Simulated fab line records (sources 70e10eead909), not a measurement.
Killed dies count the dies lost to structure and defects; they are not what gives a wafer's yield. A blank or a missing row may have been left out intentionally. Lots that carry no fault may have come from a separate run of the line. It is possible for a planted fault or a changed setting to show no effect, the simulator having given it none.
Matching of chambers + flow nand_harc + NHARC_A_CHANNEL_HOLE_D1_DEP_01 on pecvd-03: 3 sister chambers
The step deposits SiON, target thk 140 nm. 3 wafers are shown with their chamber, then 7 later ones without.

EACH WAFER AND ITS CHAMBER
| wafer  | chamber | showerhead_vpp_V (V) |
|--------|---------|----------------------|
| L342.4 | 2       | 1171                 |
| L344.1 | 0       | 1139                 |
| L344.3 | 1       | 1173                 |

WAFERS WHOSE CHAMBER IS MISSING
| wafer  | showerhead_vpp_V (V) |
|--------|----------------------|
| L344.4 | 1150                 |
| L345.1 | 1175                 |
| L345.4 | 1153                 |
| L345.6 | 1119                 |
| L346.1 | 1165                 |
| L346.2 | 1161                 |
| L346.5 | 1165                 |

WHICH CHAMBER EACH ONE RAN IN
| wafer  | from the rows above          | in truth |
|--------|------------------------------|----------|
| L344.4 | can't be placed: 0 or 2 or 1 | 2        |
| L345.1 | can't be placed: 1 or 2      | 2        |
| L345.4 | can't be placed: 0 or 2 or 1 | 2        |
| L345.6 | 0                            | 0        |
| L346.1 | can't be placed: 2 or 1 or 0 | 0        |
| L346.2 | can't be placed: 2 or 1 or 0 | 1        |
| L346.5 | can't be placed: 2 or 1 or 0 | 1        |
1 of 7 placed correctly. From these rows, 6 cannot be placed; in 6 the true chamber is one of the candidates. Wrongly placed: 0.
How it was worked out, from the rows above alone: a wafer's distance from a chamber is the root of the sum, over the readings, of the square of ((its reading less the chamber's mean) divided by the reading's scatter). The wafer belongs to the nearest chamber; if the next one is less than 2 further off, it can't be placed. The mean given for a chamber averages the wafers shown for that chamber. The scatter (one wafer shown for each chamber): square how far every hidden wafer sits from the nearest shown wafer, average those squares and take the square root.
